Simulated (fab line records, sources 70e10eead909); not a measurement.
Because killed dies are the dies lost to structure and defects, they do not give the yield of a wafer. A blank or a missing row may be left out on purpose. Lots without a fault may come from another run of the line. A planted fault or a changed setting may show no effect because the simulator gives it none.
The tool behind it: which one? | flow nand-harc | 36 wafers from 12 lots sampled at 4 of the route's 1302 steps

## WHAT EACH GAUGE READ, for each wafer
The record holds no reading of a measuring or inspecting step that can be judged against a usual standard deviation.

## WHAT TOOL EACH LOT RAN ON (gives the tool, then ch and the chambers of the sampled wafers, and finally the start)
lot  | NHARC_A_STAIRCASE_ETCH_221                    | NHARC_A_STAIRCASE_TRIM_229         | NHARC_A_STAIRCASE_ETCH_253         | NHARC_A_STAIRCASE_HM_DEP_456
L854 | rie-diel-06 ch 0,2,3, day 16 17:40 or earlier | rie-diel-06 ch 0,2,3, day 16 17:40 | rie-diel-04 ch 0,1,3, day 16 20:37 | acl-dep-02 ch 0, day 16 22:55
L853 | rie-diel-06 ch 0,1,2, day 17 04:02 or earlier | rie-diel-04 ch 1,2,3, day 17 04:02 | rie-diel-06 ch 2,3, day 17 07:17   | acl-dep-02 ch 0, day 17 11:27
L857 | rie-diel-04 ch 1,3, day 17 17:26 or earlier   | rie-diel-04 ch 1,2,3, day 17 17:26 | rie-diel-06 ch 0,2, day 17 20:55   | acl-dep-02 ch 0, day 18 00:39
L858 | rie-diel-06 ch 0,2, day 17 19:17 or earlier   | rie-diel-02 ch 0,1,2, day 17 19:17 | rie-diel-06 ch 1,2, day 17 22:02   | acl-dep-02 ch 0, day 18 02:28
L863 | rie-diel-02 ch 0,1,3, day 20 21:43 or earlier | rie-diel-06 ch 1,2,3, day 20 21:43 | rie-diel-06 ch 0,1,2, day 21 00:22 | acl-dep-03 ch 0, day 21 01:16
L866 | rie-diel-06 ch 1,2,3, day 22 04:59 or earlier | rie-diel-06 ch 0,2,3, day 22 04:59 | rie-diel-04 ch 0,3, day 22 07:50   | acl-dep-03 ch 0, day 22 09:02
L867 | rie-diel-04 ch 0,1,3, day 22 05:39 or earlier | rie-diel-06 ch 0,1,2, day 22 05:39 | rie-diel-06 ch 0,1,3, day 22 08:35 | acl-dep-03 ch 0, day 22 10:34
L872 | rie-diel-04 ch 0,2, day 24 02:56 or earlier   | rie-diel-02 ch 1,3, day 24 02:56   | rie-diel-04 ch 0,3, day 24 05:49   | acl-dep-03 ch 0, day 24 08:31
L873 | rie-diel-02 ch 1,2,3, day 24 07:45 or earlier | rie-diel-06 ch 0,2,3, day 24 07:45 | rie-diel-02 ch 1,2, day 24 10:22   | acl-dep-03 ch 0, day 24 11:54
L874 | rie-diel-06 ch 1,2,3, day 24 21:07 or earlier | rie-diel-04 ch 0,1, day 24 21:07   | rie-diel-06 ch 0,1,3, day 24 23:56 | acl-dep-01 ch 0, day 25 02:31
L876 | rie-diel-04 ch 0,3, day 25 11:59 or earlier   | rie-diel-02 ch 0,2, day 25 11:59   | rie-diel-04 ch 0,2,3, day 25 20:25 | acl-dep-02 ch 0, day 26 01:07
L875 | rie-diel-06 ch 0,1, day 25 15:57 or earlier   | rie-diel-04 ch 1,2,3, day 25 15:57 | rie-diel-04 ch 1,2, day 25 18:55   | acl-dep-03 ch 0, day 25 20:31
- NHARC_A_STAIRCASE_ETCH_221: etches the open film in C4F8/O2, target depth 100 nm, time 40.5 s.
- NHARC_A_STAIRCASE_TRIM_229: chemistry O2, time 211.2 s.
- NHARC_A_STAIRCASE_ETCH_253: etches the open film in C4F8/O2, target depth 50 nm, time 20.2 s.
- NHARC_A_STAIRCASE_HM_DEP_456: deposits aC, target thk 3100 nm.

## AS READ BY THE TOOLS THEMSELVES (means over the sampled wafers that have a number; for cases with no such wafer, the mark the record gives instead)
NHARC_A_STAIRCASE_ETCH_221. Usual: oes-product-au 0.940 a.u., standard deviation 0.016; rf-fwd-power-W 592 W, standard deviation 3.1; rf-vpp-V 895 V, standard deviation 6.1.
lot  | tool        | oes-product-au (a.u.) | rf-fwd-power-W (W) | rf-vpp-V (V) | flag
L854 | rie-diel-06 | 0.925                 | 592                | 898          |
L853 | rie-diel-06 | 0.933                 | 592                | 897          |
L857 | rie-diel-04 | 0.950                 | 593                | 888          |
L858 | rie-diel-06 | 0.931                 | 593                | 895          |
L863 | rie-diel-02 | 0.919                 | 594                | 889          |
L866 | rie-diel-06 | 0.943                 | 591                | 899          |
L867 | rie-diel-04 | 0.936                 | 594                | 888          |
L872 | rie-diel-04 | 0.964                 | 594                | 888          |
L873 | rie-diel-02 | 0.950                 | 596                | 891          |
L874 | rie-diel-06 | 0.942                 | 589                | 898          |
L876 | rie-diel-04 | 0.957                 | 594                | 894          |
L875 | rie-diel-06 | 0.935                 | 591                | 897          |

NHARC_A_STAIRCASE_TRIM_229. Usual: drypump-motor-current-A 5.92 A, standard deviation 0.28; oes-product-au 0.999 a.u., standard deviation 0.0097; rf-vpp-V 57.6 V, standard deviation 0.89; showerhead-plenum-p-Torr 3.44 Torr, standard deviation 0.15; throttle-valve-pct 17.036 %, standard deviation 0.0091.
lot  | tool        | drypump-motor-current-A (A) | oes-product-au (a.u.) | rf-vpp-V (V) | showerhead-plenum-p-Torr (Torr) | throttle-valve-pct (%) | flag
L854 | rie-diel-06 | 5.73                        | 0.992                 | 57.6         | 3.58                            | 17.029                 |
L853 | rie-diel-04 | 6.10                        | 0.997                 | 56.6         | 3.35                            | 17.038                 |
L857 | rie-diel-04 | 6.06                        | 0.997                 | 57.7         | 3.35                            | 17.038                 |
L858 | rie-diel-02 | 5.97                        | 0.999                 | 57.5         | 3.42                            | 17.033                 |
L863 | rie-diel-06 | 6.02                        | 0.999                 | 57.6         | 3.60                            | 17.040                 |
L866 | rie-diel-06 | 5.72                        | 1.002                 | 57.9         | 3.56                            | 17.039                 |
L867 | rie-diel-06 | 5.80                        | 1.000                 | 57.9         | 3.51                            | 17.031                 |
L872 | rie-diel-02 | 5.90                        | 1.003                 | 57.0         | 3.34                            | 17.046                 |
L873 | rie-diel-06 | 5.71                        | 0.999                 | 57.9         | 3.55                            | 17.034                 |
L874 | rie-diel-04 | 5.84                        | 1.010                 | 57.2         | 3.34                            | 17.036                 |
L876 | rie-diel-02 | 6.01                        | 0.995                 | 57.3         | 3.37                            | 17.046                 |
L875 | rie-diel-04 | 6.10                        | 1.005                 | 58.7         | 3.50                            | 17.038                 |

NHARC_A_STAIRCASE_ETCH_253. Usual: oes-product-au 0.955 a.u., standard deviation 0.019; rf-fwd-power-W 589 W, standard deviation 3.2; rf-vpp-V 893 V, standard deviation 6.1.
lot  | tool        | oes-product-au (a.u.) | rf-fwd-power-W (W) | rf-vpp-V (V) | flag
L854 | rie-diel-04 | 0.936                 | 589                | 889          |
L853 | rie-diel-06 | 0.928                 | 588                | 900          |
L857 | rie-diel-06 | 0.956                 | 590                | 895          |
L858 | rie-diel-06 | 0.936                 | 586                | 893          |
L863 | rie-diel-06 | 1.169                 | 828                | 895          | OFF
L866 | rie-diel-04 | 0.960                 | 590                | 888          |
L867 | rie-diel-06 | 1.201                 | 827                | 900          | OFF
L872 | rie-diel-04 | 0.966                 | 589                | 893          |
L873 | rie-diel-02 | 0.965                 | 591                | 893          |
L874 | rie-diel-06 | 0.961                 | 588                | 900          |
L876 | rie-diel-04 | 0.930                 | 590                | 894          |
L875 | rie-diel-04 | 0.942                 | 589                | 888          |

NHARC_A_STAIRCASE_HM_DEP_456. Usual: throttle-valve-pct at 34.999 %, with a standard deviation of 0.0091.
lot  | tool       | throttle-valve-pct (%) | flag
L854 | acl-dep-02 | 35.003                 |
L853 | acl-dep-02 | 34.992                 |
L857 | acl-dep-02 | 34.996                 |
L858 | acl-dep-02 | 34.997                 |
L863 | acl-dep-03 | 35.002                 |
L866 | acl-dep-03 | 35.002                 |
L867 | acl-dep-03 | 35.009                 |
L872 | acl-dep-03 | 34.997                 |
L873 | acl-dep-03 | 34.999                 |
L874 | acl-dep-01 | 34.992                 |
L876 | acl-dep-02 | 35.006                 |
L875 | acl-dep-03 | 35.003                 |

## THE ANSWER, worked out from the rows above alone
Rule: lot off if the mean of its wafers having a number is beyond 3 standard deviations from the usual mean. Also off: a lot with no number at a reading for which 4 or more lots have one. All remaining lots with rows at the step are treated as sound. Order of review: gauges by route order, followed by the tools' own readings, for which a lot's mean as printed above is used. At the first step where some lot is off, the reading lying furthest off is the one used; lots without a number count as furthest.
Off, at NHARC_A_STAIRCASE_ETCH_253 on rf-fwd-power-W: L863, L867.
A tool fits if, at that step or a process step before it, it ran every lot that is off, and no sound lot after the first of them. NHARC_A_STAIRCASE_ETCH_221: start missing for some lots; hours and lot order therefore follow NHARC_A_STAIRCASE_TRIM_229. Not one of the candidates tried fits.

## WHAT THE SIMULATOR PUT IN
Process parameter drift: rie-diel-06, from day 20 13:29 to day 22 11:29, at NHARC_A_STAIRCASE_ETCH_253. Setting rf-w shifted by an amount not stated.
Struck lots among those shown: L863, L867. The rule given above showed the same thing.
